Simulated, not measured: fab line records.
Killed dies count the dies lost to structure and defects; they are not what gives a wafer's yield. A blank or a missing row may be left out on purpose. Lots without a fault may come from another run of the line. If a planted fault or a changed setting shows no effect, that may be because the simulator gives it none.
fab line records	flow nand_harc
record: lots: 7	wafers: 21	last_day: 30
route steps=1302 shown P_CONTACT@249 P_M0@253 END@1302
lots with no fault: from the same line, run without faults
start_h: hours from the record's first day to the start of the lot's first wafer shown	wait_h: hours elapsed since this lot's preceding step	" repeats the value in the row above	L1.1+2: several wafers, shown together as one row	- value missing, or start not given	* or withheld: withheld	< > ~ a bound
route shown NAME@n: NAME is a module with steps in the file, n the number in the route of the first one	usual: mean and standard deviation over wafers with no fault	same: alike in all rows	chamber/n: place in a boat	sites: each site's reading	_std_site: the values' standard deviation	_edge_site: mean of outer sites minus mean of inner sites	radius_mm: for every site, how far away it sits from the centre of the wafer	mask NAME#n: copy n	behind: tool/chamber where the wafer was last shaped	hold: what put the lot on hold/how long, in hours/how the hold closed	device: whichever transistor did not switch (one of n, p or np)	end of line: the route-end tests of the same wafers	step lacking rows: just its recipe	killed: at the first sort, the dies lost to defects and structure; wafer yield is something else	map: shows each die of a wafer: x if killed, . if not, _ if none is there
set.NAME: the run value of the setting; set.NAME@STEP: its run value at that earlier step	model.NAME: the simulator's own value behind a step, which no gauge read
a table for each step, a row for each wafer; lots at some steps of the route
services: a tool's chamber out of use, with start hour (start_h, from the record's first day; less than 0 if before it), hours out, and reason
== steps ==
step: NHARC_P_CONTACT_CMP_24
recipe: t_overpolish_s: 30	target_thk_nm: 200
usual: motor_current_A: 12.2/1	overpolish_run_s: 29.999/0.0091	time_to_endpoint_s: 40.4/2.6
lot.wafer	tool	chamber	start_h	wait_h	motor_current_A	overpolish_run_s	time_to_endpoint_s
L930.2	cmp-01	1	130.03	0.5	12.9	29.980	42.8
L930.4	"	0	"	"	12.1	30.011	41.9
L930.5	"	1	"	"	12.4	30.003	41.6
L932.2	cmp-02	2	154.13	0.5	13.1	29.987	41.2
L932.3	"	3	"	"	11.5	29.989	46.1
L932.1	"	0	"	"	13.5	30.007	45.4
L934.3	cmp-02	0	170.16	0.3	13.3	29.997	40.7
L934.2	"	1	"	"	13.7	29.984	39.2
L934.5	"	3	"	"	12.2	30.005	37.3
L935.4	cmp-02	3	175.94	0.3	12.0	30.002	39.7
L935.1	"	2	"	"	13.8	30.003	41.0
L935.6	"	0	"	"	14.4	29.989	39.6
L936.1	cmp-03	1	189.67	0.5	11.5	29.981	40.2
L936.6	"	1	"	"	11.4	30.001	43.4
L936.5	"	2	"	"	11.9	30.014	40.2
L944.4	cmp-03	2	267.86	0.4	11.7	29.988	38.1
L944.3	"	3	"	"	12.6	29.999	41.8
L944.5	"	0	"	"	12.2	30.006	38.2
L946.3	cmp-02	3	288.68	0.3	12.1	29.990	38.1
L946.6	"	1	"	"	13.5	30.001	39.6
L946.5	"	2	"	"	13.6	29.987	39.2
step: NHARC_P_CONTACT_SRD_26
step: NHARC_P_CONTACT_INSPECT_27
usual: raw_defect_count: 280/120
lot.wafer	tool	chamber	start_h	wait_h	raw_defect_count
L930.2	defect_inspect-02	-	130.43	0.1	263
L930.4	"	-	"	"	276
L930.5	"	-	"	"	249
L932.1	defect_inspect-01	-	154.53	0.1	157
L932.2	"	-	"	"	258
L932.3	"	-	"	"	195
L934.2	defect_inspect-01	-	170.54	0.1	253
L934.3	"	-	"	"	253
L934.5	"	-	"	"	200
L935.1	defect_inspect-01	-	176.35	0.1	410
L935.4	"	-	"	"	301
L935.6	"	-	"	"	366
L936.1	defect_inspect-01	-	190.09	0.1	316
L936.5	"	-	"	"	518
L936.6	"	-	"	"	276
L944.3	defect_inspect-01	-	268.21	0.1	224
L944.4	"	-	"	"	344
L944.5	"	-	"	"	85
L946.3	defect_inspect-02	-	289.03	0.1	347
L946.5	"	-	"	"	383
L946.6	"	-	"	"	224
step: NHARC_P_M0_DEP_00
recipe: target_thk_a: 1500	target_thk_nm: 150	temp_c: withheld	pressure_torr: 5	flow_sccm: 200	rf_w: 600	material: SiOC
step: NHARC_P_M0_DEHYDRATE_01
recipe: temp_c: 150	time_s: 120
step: NHARC_P_M0_HMDS_02
recipe: time_s: 30
step: NHARC_P_M0_COAT_33
recipe: temp_c: 200	time_s: 65
step: NHARC_P_M0_COAT_03
recipe: spin_rpm: 1500	resist_thk_nm: 90
step: NHARC_P_M0_SOFTBAKE_04
recipe: temp_c: 105	time_s: 55
step: NHARC_P_M0_EBR_05
step: NHARC_P_M0_EXPOSE_06
recipe: na: 1.35	target_cd_nm: 90	dose_mj: 81.28	mask_id: P_M0
step: NHARC_P_M0_PEB_07
recipe: peb_temp_c: 100	peb_time_s: 65
usual: heater_power_total_W: 156.6/0.43
lot.wafer	tool	chamber	start_h	wait_h	heater_power_total_W
L930.2	litho_track-06	0	131.25	0.1	156.1
L930.4	"	0	"	"	156.2
L930.5	"	0	"	"	157.0
L932.1	litho_track-06	0	155.37	0.1	157.3
L932.2	"	0	"	"	156.4
L932.3	"	0	"	"	156.2
L934.2	litho_track-06	0	171.24	0.1	161.4
L934.3	"	0	"	"	161.1
L934.5	"	0	"	"	161.3
L935.1	litho_track-06	0	177.17	0.1	160.9
L935.4	"	0	"	"	161.9
L935.6	"	0	"	"	161.7
L936.1	litho_track-06	0	190.91	0.1	161.0
L936.5	"	0	"	"	160.7
L936.6	"	0	"	"	160.8
L944.3	litho_track-01	0	269.04	0.0	156.1
L944.4	"	0	"	"	156.2
L944.5	"	0	"	"	156.9
L946.3	litho_track-04	0	289.87	0.0	157.2
L946.5	"	0	"	"	156.5
L946.6	"	0	"	"	157.0
step: NHARC_P_M0_DEVELOP_08
recipe: develop_time_s: 35	dev_temp_c: 23
step: NHARC_P_M0_CD_MEAS_09
recipe: target_cd_nm: 90	landing_energy_ev: 500
usual: cd_nm: 90.0/0.5
lot.wafer	tool	chamber	start_h	wait_h	cd_nm
L930.2	cd_sem-03	0	131.34	-	90.1
L930.4	"	0	"	"	90.2
L930.5	"	0	"	"	90.6
L932.1	cd_sem-02	0	155.45	-	91.0
L932.2	"	0	"	"	90.3
L932.3	"	0	"	"	90.5
L934.2	cd_sem-01	0	171.32	-	89.2
L934.3	"	0	"	"	88.2
L934.5	"	0	"	"	88.4
L935.1	cd_sem-02	0	177.25	-	87.9
L935.4	"	0	"	"	87.5
L935.6	"	0	"	"	87.6
L936.1	cd_sem-02	0	190.99	-	88.2
L936.5	"	0	"	"	88.0
L936.6	"	0	"	"	87.6
L944.3	cd_sem-03	0	269.12	-	89.9
L944.4	"	0	"	"	90.3
L944.5	"	0	"	"	90.1
L946.3	cd_sem-03	0	289.96	-	90.0
L946.5	"	0	"	"	89.0
L946.6	"	0	"	"	89.9
step: NHARC_P_M0_OVL_MEAS_10
recipe: pitch_nm: 180
usual: overlay_x_nm: 0.0/0.73	overlay_y_nm: -0.2/0.66
lot.wafer	tool	chamber	start_h	wait_h	overlay_x_nm	overlay_y_nm
L930.2	overlay-01	-	131.43	-	-0.7	0.9
L930.4	"	-	"	"	-0.8	0.1
L930.5	"	-	"	"	-0.7	0.7
L932.1	overlay-02	-	155.53	-	-1.0	-0.1
L932.2	"	-	"	"	-0.2	-0.3
L932.3	"	-	"	"	0.0	-0.3
L934.2	overlay-02	-	171.41	-	-0.7	-0.7
L934.3	"	-	"	"	-0.6	-1.3
L934.5	"	-	"	"	-0.7	-0.7
L935.1	overlay-01	-	177.34	-	-0.9	0.1
L935.4	"	-	"	"	-1.0	1.0
L935.6	"	-	"	"	-0.6	0.4
L936.1	overlay-02	-	191.08	-	-0.5	0.1
L936.5	"	-	"	"	-0.4	-0.3
L936.6	"	-	"	"	0.0	-0.4
L944.3	overlay-02	-	269.21	-	1.9	-1.0
L944.4	"	-	"	"	1.3	-0.9
L944.5	"	-	"	"	1.1	-1.5
L946.3	overlay-02	-	290.04	-	0.1	0.9
L946.5	"	-	"	"	-0.1	0.7
L946.6	"	-	"	"	-0.3	0.8
step: NHARC_P_M0_INSPECT_11
usual: raw_defect_count: 4.5/2.4
lot.wafer	tool	chamber	start_h	wait_h	raw_defect_count
L930.2	defect_inspect-02	-	131.46	0.0	8
L930.4	"	-	"	"	10
L930.5	"	-	"	"	6
L932.1	defect_inspect-01	-	155.57	0.0	3
L932.2	"	-	"	"	6
L932.3	"	-	"	"	7
L934.2	defect_inspect-02	-	171.45	0.0	4
L934.3	"	-	"	"	1
L934.5	"	-	"	"	0
L935.1	defect_inspect-01	-	177.37	0.0	5
L935.4	"	-	"	"	7
L935.6	"	-	"	"	7
L936.1	defect_inspect-02	-	191.12	0.0	7
L936.5	"	-	"	"	5
L936.6	"	-	"	"	8
L944.3	defect_inspect-02	-	269.24	0.0	8
L944.4	"	-	"	"	5
L944.5	"	-	"	"	5
L946.3	defect_inspect-01	-	290.08	0.0	5
L946.5	"	-	"	"	2
L946.6	"	-	"	"	5
step: NHARC_P_M0_DESCUM_14
recipe: time_s: 3	o2_flow_sccm: 200	ar_flow_sccm: 0	bias_power_w: 0	chemistry: O2
usual: drypump_motor_current_A: 5.6/0.39	oes_product_au: 0.998/0.0066	rf_vpp_V: 57.6/0.88	showerhead_plenum_p_Torr: 1.88/0.065	throttle_valve_pct: 11.312/0.0091
same: bias_power_w: 0
lot.wafer	tool	chamber	start_h	wait_h	drypump_motor_current_A	oes_product_au	rf_hours_counter_h	rf_vpp_V	showerhead_plenum_p_Torr	throttle_valve_pct	model.P_M0.cd_nm
L930.4	rie_diel-07	3	131.52	0.1	5.3	1.003	0	57.1	1.92	11.324	89.83
L930.2	"	1	"	"	5.3	0.997	0	57.8	1.88	11.320	89.88
L930.5	"	0	"	"	5.8	0.991	-	58.3	1.84	11.315	90.04
L932.1	rie_diel-01	3	155.63	0.1	6.5	0.994	38	56.9	1.84	11.309	91.06
L932.2	"	0	"	"	5.8	1.006	38	56.7	1.80	11.317	90.57
L932.3	"	1	"	"	5.2	0.998	42	57.4	1.82	11.310	90.71
L934.2	rie_diel-04	2	171.51	0.1	5.4	0.996	60	55.5	1.97	11.328	89.28
L934.3	"	3	"	"	6.2	1.004	54	57.2	1.78	11.305	88.09
L934.5	"	1	"	"	5.8	0.990	-	58.5	1.98	11.304	88.24
L935.1	rie_diel-01	0	177.44	0.1	5.8	0.999	47	56.5	1.80	11.322	87.63
L935.4	"	3	"	"	6.5	0.990	47	57.2	1.84	11.319	87.43
L935.6	"	1	"	"	5.2	1.003	-	57.9	1.81	11.316	87.64
L936.1	rie_diel-01	2	191.19	0.1	5.5	1.001	55	59.3	1.98	11.298	88.43
L936.6	"	0	"	"	5.8	0.999	-	56.9	1.80	11.301	88.15
L936.5	"	1	"	"	5.2	1.004	-	58.1	1.81	11.325	88.81
L944.3	rie_diel-07	1	269.30	0.1	5.4	1.001	29	56.9	1.87	11.310	90.14
L944.4	"	0	"	"	5.8	1.001	26	57.2	1.84	11.306	90.15
L944.5	"	2	"	"	5.3	0.992	-	59.3	1.93	11.326	90.18
L946.3	rie_diel-01	0	290.16	0.1	5.9	0.996	23	58.7	1.79	11.298	90.2
L946.5	"	1	"	"	5.2	0.990	-	56.4	1.80	11.315	88.97
L946.6	"	2	"	"	5.5	0.985	-	57.9	1.97	11.320	90.17
step: NHARC_P_M0_ETCH_34
recipe: target_depth_a: 400	overetch_a: 120	time_s: 43.94	ion_energy_ev: 200	n2_flow_sccm: 150	h2_flow_sccm: 150	ar_flow_sccm: 0	rf_w: 400	bias_w: 150	chemistry: N2/H2
usual: drypump_motor_current_A: 5.6/0.4	oes_product_au: 0.999/0.0079	rf_vpp_V: 429.7/2.1	showerhead_plenum_p_Torr: 2.00/0.07	throttle_valve_pct: 14.171/0.0096
lot.wafer	tool	chamber	start_h	wait_h	drypump_motor_current_A	oes_product_au	rf_hours_counter_h	rf_vpp_V	showerhead_plenum_p_Torr	throttle_valve_pct
L930.4	rie_diel-07	0	131.61	0.1	5.8	0.995	0	428.5	1.96	14.165
L930.2	"	1	"	"	5.4	1.005	0	430.1	2.00	14.168
L930.5	"	0	"	"	5.8	1.002	-	429.4	1.96	14.173
L932.1	rie_diel-01	1	155.72	0.1	5.2	0.998	42	427.9	1.93	14.157
L932.3	"	2	"	"	5.5	0.984	41	433.7	2.12	14.180
L932.2	"	3	"	"	6.5	0.994	38	429.8	1.96	14.166
L934.3	rie_diel-04	0	171.60	0.1	5.4	0.989	61	430.2	2.02	14.181
L934.2	"	2	"	"	5.4	0.992	60	432.1	2.10	14.168
L934.5	"	0	"	"	5.4	1.000	-	430.1	2.02	14.156
L935.4	rie_diel-01	1	177.53	0.1	5.2	0.996	52	426.2	1.93	14.152
L935.1	"	2	"	"	5.5	0.996	52	433.7	2.11	14.175
L935.6	"	3	"	"	6.6	1.005	-	429.6	1.95	14.160
L936.1	rie_diel-01	2	191.27	0.1	5.5	0.993	55	431.8	2.11	14.177
L936.5	"	1	"	"	5.2	1.006	-	428.1	1.93	14.170
L936.6	"	2	"	"	5.5	0.991	-	432.8	2.11	14.192
L944.3	rie_diel-07	2	269.40	0.1	5.3	1.008	30	430.5	2.06	14.164
L944.4	"	3	"	"	5.3	1.004	27	430.7	2.04	14.176
L944.5	"	1	"	"	5.4	0.999	-	429.2	1.99	14.181
L946.3	rie_diel-01	0	290.23	0.1	5.8	1.014	23	427.8	1.91	14.171
L946.6	"	3	"	"	6.6	1.011	-	427.4	1.94	14.168
L946.5	"	0	"	"	5.8	1.002	-	427.1	1.91	14.177
step: NHARC_P_M0_ETCH_15
recipe: target_depth_a: 1500	overetch_a: 150	time_s: 82.5	c4f8_flow_sccm: withheld	ar_flow_sccm: 400	rf_w: 600	bias_w: 300	chemistry: C4F8/Ar
usual: oes_product_au: 0.957/0.023	rf_vpp_V: 439.9/2.2
lot.wafer	tool	chamber	start_h	wait_h	oes_product_au	rf_hours_counter_h	rf_vpp_V	model.P_M0.cd_nm
L930.2	rie_diel-07	3	-	-	0.968	0	441.0	89.56
L930.4	"	1	"	"	0.986	0	440.6	89.58
L930.5	"	3	"	"	0.966	-	442.4	89.95
L932.3	rie_diel-01	1	-	-	0.923	42	437.9	90.45
L932.1	"	3	"	"	0.914	38	439.5	90.9
L932.2	"	0	"	"	0.930	38	436.5	90.55
L934.3	rie_diel-04	2	-	-	0.929	60	441.4	87.85
L934.2	"	3	"	"	0.929	54	437.5	89.29
L934.5	"	3	"	"	0.939	-	436.3	88.25
L935.1	rie_diel-01	0	-	-	0.946	47	437.9	87.2
L935.4	"	1	"	"	0.963	52	437.6	87.24
L935.6	"	2	"	"	0.968	-	442.7	87.29
L936.1	rie_diel-01	0	-	-	0.925	53	437.6	87.9
L936.5	"	1	"	"	0.930	-	437.7	88.3
L936.6	"	2	"	"	0.923	-	442.3	87.78
L944.4	rie_diel-07	1	-	-	0.961	29	439.6	90.07
L944.3	"	3	"	"	0.981	27	442.1	90.26
L944.5	"	2	"	"	0.954	-	441.2	90.34
L946.3	rie_diel-01	2	-	-	0.956	22	441.6	89.89
L946.6	"	2	"	"	0.952	-	442.1	89.68
L946.5	"	3	"	"	0.978	-	438.4	88.85
step: NHARC_P_M0_CD_MEAS_16
usual: cd_nm: 90.0/0.62
lot.wafer	tool	chamber	start_h	wait_h	cd_nm
L930.2	cd_sem-02	-	131.82	-	89.6
L930.4	"	-	"	"	89.6
L930.5	"	-	"	"	90.0
L932.1	cd_sem-01	-	155.93	-	91.1
L932.2	"	-	"	"	90.8
L932.3	"	-	"	"	90.3
L934.2	cd_sem-01	-	171.81	-	89.1
L934.3	"	-	"	"	87.9
L934.5	"	-	"	"	88.1
L935.1	cd_sem-01	-	177.74	-	87.1
L935.4	"	-	"	"	87.1
L935.6	"	-	"	"	87.0
L936.1	cd_sem-01	-	191.48	-	87.6
L936.5	"	-	"	"	88.2
L936.6	"	-	"	"	88.2
L944.3	cd_sem-01	-	269.60	-	90.4
L944.4	"	-	"	"	89.9
L944.5	"	-	"	"	90.0
L946.3	cd_sem-02	-	290.44	-	90.0
L946.5	"	-	"	"	89.0
L946.6	"	-	"	"	89.6
step: NHARC_END_SORT_01
recipe: temp_c: 25
usual: defect_limited_yield: 91/3	killed_at_array: 56/20	killed_at_other: 1/1.3	killed_at_periphery: 3.5/2.7	killed_dies: 60/20	killed_open: 3.3/1.6	killed_short: 2.4/1.5
same: gross_dies: 677
lot.wafer	tool	chamber	start_h	wait_h	defect_limited_yield[%]	killed_at_array	killed_at_other	killed_at_periphery	killed_dies	killed_open	killed_short
L930.2	prober-02	0	564.46	2.8	90	57	0	12	69	6	4
L930.4	prober-02	0	566.06	3.4	88	66	1	12	79	1	2
L930.5	prober-02	0	566.86	3.7	86	86	1	11	98	4	3
L932.1	prober-01	0	580.13	2.5	92	49	1	4	54	4	0
L932.2	prober-01	0	580.94	2.8	94	42	0	1	43	0	3
L932.3	prober-01	0	581.76	3.1	92	52	0	1	53	2	3
L935.1	prober-01	0	618.88	2.4	90	63	0	6	69	5	3
L935.4	prober-01	0	621.25	3.4	92	51	2	4	57	3	1
L935.6	prober-01	0	622.83	4.0	92	51	0	2	53	5	1
L946.3	prober-01	0	723.58	3.1	93	45	0	1	46	2	7
L946.5	prober-01	0	725.19	3.7	90	63	1	4	68	6	5
L946.6	prober-01	0	726.00	4.0	94	40	1	3	44	4	4
killed by level:class
L930.2 A_SLIT:chamber_film_flake=21 A_CHANNEL_HOLE_D1:chamber_film_flake=19 P_ZERO_WELL:chamber_film_flake=4 P_M0:chamber_film_flake=4 A_CONTACT:chamber_film_flake=4 A_STAIRCASE:chamber_film_flake=3 P_CONTACT:geometric_particle:open=2 A_CHANNEL_HOLE_D2:chamber_film_flake=2
L930.4 A_SLIT:chamber_film_flake=22 A_CHANNEL_HOLE_D1:chamber_film_flake=21 A_CHANNEL_HOLE_D2:chamber_film_flake=7 A_STAIRCASE:chamber_film_flake=6 P_ZERO_WELL:chamber_film_flake=4 P_GATE:chamber_film_flake=4 P_M0:chamber_film_flake=4 A_WL_FILL:chamber_film_flake=3
L930.5 A_CHANNEL_HOLE_D1:chamber_film_flake=39 A_SLIT:chamber_film_flake=25 A_CHANNEL_HOLE_D2:chamber_film_flake=6 A_STAIRCASE:chamber_film_flake=5 P_ZERO_WELL:chamber_film_flake=3 P_GATE:chamber_film_flake=3 P_M0:chamber_film_flake=3 A_WL_FILL:chamber_film_flake=3
L932.1 A_CHANNEL_HOLE_D1:chamber_film_flake=38 A_CHANNEL_HOLE_D2:chamber_film_flake=3 A_CONTACT:chamber_film_flake=2 P_CONTACT:geometric_particle:open=1 A_ONON_D1:geometric_particle:open=1 A_CHANNEL_HOLE_D2:geometric_particle:open=1 A_WL_FILL:geometric_particle:open=1 P_STI:chamber_film_flake=1
L932.2 A_CHANNEL_HOLE_D1:chamber_film_flake=24 A_CHANNEL_HOLE_D2:chamber_film_flake=7 A_ONON_D1:geometric_particle:short=2 A_DECK1_JOINT:chamber_film_flake=2 A_STAIRCASE:chamber_film_flake=2 A_WL_FILL:geometric_particle:short=1 P_GATE:chamber_film_flake=1 A_ZERO_WELL:chamber_film_flake=1
L932.3 A_CHANNEL_HOLE_D1:chamber_film_flake=40 A_CHANNEL_HOLE_D2:chamber_film_flake=5 A_WL_FILL:geometric_particle:short=3 A_CHANNEL_FILL_D2:geometric_particle:open=2 A_CONTACT:chamber_film_flake=2 P_CONTACT:chamber_film_flake=1
L935.1 A_SLIT:chamber_film_flake=24 A_CHANNEL_HOLE_D2:chamber_film_flake=14 A_CONTACT:chamber_film_flake=8 A_CHANNEL_HOLE_D1:chamber_film_flake=5 P_CONTACT:geometric_particle:open=2 A_ZERO_WELL:chamber_film_flake=2 A_M1:chamber_film_flake=2 A_ONON_D1:geometric_particle:short=1
L935.4 A_SLIT:chamber_film_flake=19 A_CONTACT:chamber_film_flake=12 A_CHANNEL_HOLE_D2:chamber_film_flake=9 A_M1:chamber_film_flake=6 A_CHANNEL_HOLE_D1:chamber_film_flake=3 P_M0:geometric_particle:open=1 A_SOURCE_PLATE:geometric_particle:short=1 A_CHANNEL_FILL_D2:geometric_particle:open=1
L935.6 A_SLIT:chamber_film_flake=27 A_CHANNEL_HOLE_D2:chamber_film_flake=8 A_CONTACT:chamber_film_flake=5 A_ONON_D1:geometric_particle:open=2 A_ZERO_WELL:chamber_film_flake=2 A_M1:chamber_film_flake=2 A_CHANNEL_FILL_D1:geometric_particle:short=1 A_ONON_D2:geometric_particle:open=1
L946.3 A_CHANNEL_HOLE_D1:chamber_film_flake=20 A_SLIT:chamber_film_flake=6 A_STAIRCASE:chamber_film_flake=4 A_ONON_D2:geometric_particle:short=2 A_WL_FILL:chamber_film_flake=2 A_CONTACT:chamber_film_flake=2 A_ONON_D1:geometric_particle:short=1 A_CHANNEL_FILL_D1:geometric_particle:short=1
L946.5 A_CHANNEL_HOLE_D1:chamber_film_flake=36 A_CONTACT:chamber_film_flake=10 A_SLIT:chamber_film_flake=4 A_STAIRCASE:chamber_film_flake=3 A_CHANNEL_FILL_D2:geometric_particle:short=2 P_GATE:geometric_particle:open=1 P_CONTACT:geometric_particle:open=1 P_M0:geometric_particle:open=1
L946.6 A_CHANNEL_HOLE_D1:chamber_film_flake=16 A_SLIT:chamber_film_flake=7 A_STAIRCASE:chamber_film_flake=4 A_CONTACT:chamber_film_flake=3 A_CHANNEL_FILL_D2:geometric_particle:open=2 A_CHANNEL_FILL_D2:geometric_particle:short=2 A_M1:chamber_film_flake=2 P_GATE:geometric_particle:open=1
== services ==
tool	chamber	start_h	hours	kind
rie_diel-07	-	117.29	9.0	pm
rie_diel-04	-	122.24	0.3	repair
cmp-01	-	135.11	0.5	repair
cmp-02	-	135.85	4.0	pm
cmp-01	-	148.33	0.2	repair
cmp-03	-	149.77	1.7	repair
litho_track-01	-	155.00	7.0	pm
rie_diel-04	3	161.32	4.8	repair
cmp-03	-	162.00	4.0	pm
cmp-03	-	167.10	0.5	repair
rie_diel-04	-	177.97	9.0	pm
litho_track-06	-	179.00	7.0	pm
cmp-01	-	188.52	4.0	pm
litho_track-04	-	203.00	7.0	pm
rie_diel-01	-	203.80	9.0	pm
cmp-02	-	233.85	4.0	pm
cmp-02	-	239.36	3.2	repair
rie_diel-01	-	241.30	0.4	repair
rie_diel-04	-	248.66	0.2	repair
cmp-03	-	252.28	1.6	repair
rie_diel-01	2	252.71	5.5	repair
cmp-03	-	260.00	4.0	pm
rie_diel-01	-	276.69	1.2	repair
cmp-03	-	286.45	1.7	repair
== key ==
first_sign: step: NHARC_P_M0_PEB_07	reading: heater_power_total_W	direction: up	sigmas: 11	usual: *	struck: *
effect: step: NHARC_P_M0_CD_MEAS_09	reading: cd_nm	direction: down	sigmas: 4	usual: 90.0	struck: 88.1	through: control_loop
effect: step: NHARC_P_M0_CD_MEAS_16	reading: cd_nm	direction: down	sigmas: 3.4	usual: 90.0	struck: 87.8	through: control_loop
model_effect: step: NHARC_P_M0_DESCUM_14	value: P_M0.cd_nm	without: 90.04	struck: 88.19
model_effect: step: NHARC_P_M0_ETCH_15	value: P_M0.cd_nm	without: 89.75	struck: 87.9
met_at NHARC_P_M0_PEB_07
struck_wafers L934.2,L934.3,L934.5,L935.1,L935.4,L935.6,L936.1,L936.5,L936.6
rows_end L934.2,L934.3,L934.5
loop_trim: step: NHARC_P_M0_EXPOSE_06	setting: dose	lots: L936
onset_between 155.37 171.24
fault: kind: process_parameter_drift	tool: litho_track-06	chamber: -	onset_h: 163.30	steps: NHARC_P_M0_PEB_07	channel: peb_time_s	offset: *	shape: step	acts_in: *	stated: *
rows_end: these wafers met a further fault down the route, and their rows from its step on are left out
loop_trim: a control loop set the setting to another value than it would have without faults
